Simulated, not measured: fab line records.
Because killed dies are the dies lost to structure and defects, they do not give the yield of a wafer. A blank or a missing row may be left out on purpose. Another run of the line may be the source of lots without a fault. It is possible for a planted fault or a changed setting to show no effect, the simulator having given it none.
The same fault as seen by 2 desks :: flow n5_finfet :: each desk holds nothing but its own numbers, with what lay behind them at the end

FOR THE TOOL OWNER'S DESK: cmp-03
The tool's own readings at N5_MOL_CONTACT_COAG_CMP_28 (polishes, stops on SiNx, t overpolish 0.85 s, target thk 14.522 nm): means of the sampled wafers that have a number, for each lot that ran on this tool. If a lot's mean is further than 4 standard deviations from the usual mean, the lot is out of limits and carries the mark OUT (the distance appears in the brackets).
Columns: A = head_pressure_psi at N5_MOL_CONTACT_COAG_CMP_28, usual 4.151 psi; B = motor_current_A at N5_MOL_CONTACT_COAG_CMP_28, usual 12.3 A; C = time_to_endpoint_s at N5_MOL_CONTACT_COAG_CMP_28, usual 5.2 s
lot: L750
first seen here: day 5 05:35
A: 4.160
B: 13.1
C: 7.6

lot: L758
first seen here: day 7 03:47
A: 4.881 (+80) OUT
B: 14.6
C: 5.3

lot: L760
first seen here: day 7 17:27
A: 5.628 (+99 or more) OUT
B: 15.0
C: 2.5
This desk's verdict: out of limits on L758, L760, starting with L758 at day 7 03:47 (head_pressure_psi at N5_MOL_CONTACT_COAG_CMP_28). L750: within limits.

AT THE METROLOGY DESK
Means of the sampled wafers that have a number, per lot and without regard to the tool the lot ran on: this is what the gauges read. If a lot's mean is further than 4 standard deviations from the usual mean, the lot is out of limits and carries the mark OUT (the distance appears in the brackets). 7 of its 10 readings are shown, namely those furthest out on some lot.
Columns: A = DIBL_N at N5_BEOL_M4_RC_MEAS_101, usual 36.4 mV/V; B = IOFF_N at N5_BEOL_M4_RC_MEAS_101, usual 0.152 nA/um; C = IOFF_P at N5_BEOL_M4_RC_MEAS_101, usual 0.20 nA/um; D = ION_N at N5_BEOL_M4_RC_MEAS_101, usual 670 uA/um; E = ION_P at N5_BEOL_M4_RC_MEAS_101, usual 459 uA/um; F = SS_P at N5_BEOL_M4_RC_MEAS_101, usual 73.2 mV/dec; G = VT_P at N5_BEOL_M4_RC_MEAS_101, usual -252 mV
lot: L750
first seen here: day 8 00:58
A: 36.7
B: 0.158
C: 0.23
D: 672
E: 465
F: 73.7
G: -247

lot: L758
first seen here: day 10 08:44
A: 37.9
B: 0.171
C: 0.21
D: 680
E: 462
F: 73.4
G: -253

lot: L760
first seen here: day 10 15:53
A: 36.5
B: 0.163
C: 0.19
D: 678
E: 458
F: 72.6
G: -252

lot: L770
first seen here: day 13 18:03
A: 34.9
B: 0.129
C: 0.18
D: 655
E: 453
F: 72.8
G: -253
This desk found nothing out of limits on any of the 4 lots.

ALL TOGETHER
On L758, L760, at day 7 03:47, an alarm was possible from the tool owner's desk.
The metrology desk saw nothing out of limits.
The metrology desk has L758, L760 on record, within its limits.
On cmp-03, each named lot ran N5_MOL_CONTACT_COAG_CMP_28.

WHAT HAD BEEN PUT IN BY THE SIMULATOR
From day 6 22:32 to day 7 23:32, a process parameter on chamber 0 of cmp-03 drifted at N5_MOL_CONTACT_COAG_CMP_28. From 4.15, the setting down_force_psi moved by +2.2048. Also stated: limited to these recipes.
Shown lots that were struck: L758, L760.
Time in hours from fault onset to the first out-of-limits reading at each desk: the tool owner's desk, 5.
